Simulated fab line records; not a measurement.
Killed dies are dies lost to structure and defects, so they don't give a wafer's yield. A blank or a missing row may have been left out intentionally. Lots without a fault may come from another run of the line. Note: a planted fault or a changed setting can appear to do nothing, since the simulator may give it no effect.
Matching of chambers    flow n5Finfet    4 sister chambers for N5_HKMG_FIN_ETCH_67 on rieDiel-06
The step etches SOC in N2/H2, stops on TiN, target depth 388.9 nm. 16 wafers are shown with their chamber, then 8 later ones without.

== WAFERS PAIRED WITH THEIR CHAMBERS ==
wafer   chamber  drypumpMotorCurrentA (A)  throttleValvePct (%)  oesProductAu (a.u.)
L075.1  2        5.4                       18.11                 0.73
L075.3  0        5.2                       17.81                 0.89
L075.5  1        4.8                       17.80                 0.85
L082.1  3        6.7                       18.11                 0.68
L082.3  0        5.2                       17.84                 0.86
L082.6  1        4.8                       17.81                 0.83
L083.2  1        4.9                       17.83                 0.83
L083.5  3        6.7                       18.10                 0.68
L083.6  2        5.4                       18.15                 0.72
L086.1  0        5.1                       17.86                 0.84
L086.3  2        5.4                       18.15                 0.72
L086.4  1        4.8                       17.85                 0.82
L087.2  2        5.4                       18.17                 0.71
L087.3  1        4.8                       17.83                 0.81
L087.4  0        5.2                       17.86                 0.85
L088.2  1        4.8                       17.84                 0.81

SIGNATURES, as means of the wafers listed above
reading               chamber 0  chamber 1  chamber 2  chamber 3  scatter within a chamber
drypumpMotorCurrentA  5.175      4.817      5.400      6.700      0.0363
throttleValvePct      17.8425    17.8267    18.1450    18.1050    0.0211
oesProductAu          0.8600     0.8250     0.7200     0.6800     0.0151
Rule: distance of a wafer from a chamber = root of the sum over the readings of ((wafer's reading minus chamber's mean) / reading's scatter) squared. If the next closest chamber is less than 2 further off than the closest, the wafer can't be placed; otherwise it belongs to the closest. The scatter is the square root of a quotient: the sum, over the shown wafers, of each reading's squared deviation from its chamber's mean, divided by wafers minus chambers.

== WAFERS WITH NO CHAMBER GIVEN ==
wafer   drypumpMotorCurrentA (A)  throttleValvePct (%)  oesProductAu (a.u.)
L088.5  4.9                       17.86                 0.81
L088.6  5.4                       18.18                 0.71
L089.2  5.2                       17.88                 0.83
L089.3  5.3                       18.17                 0.70
L089.6  5.2                       17.87                 0.84
L096.2  5.2                       17.90                 0.81
L096.4  6.7                       17.73                 0.90
L096.6  5.2                       17.92                 0.81

== WHICH CHAMBER EACH WENT THROUGH ==
wafer   from the rows above  in truth
L088.5  1                    1
L088.6  2                    2
L089.2  0                    0
L089.3  2                    2
L089.6  0                    0
L096.2  0                    0
L096.4  3                    3
L096.6  0                    0
Correct placement for 8 of the 8. Can't be placed from these rows: 0. Number placed wrongly: 0.
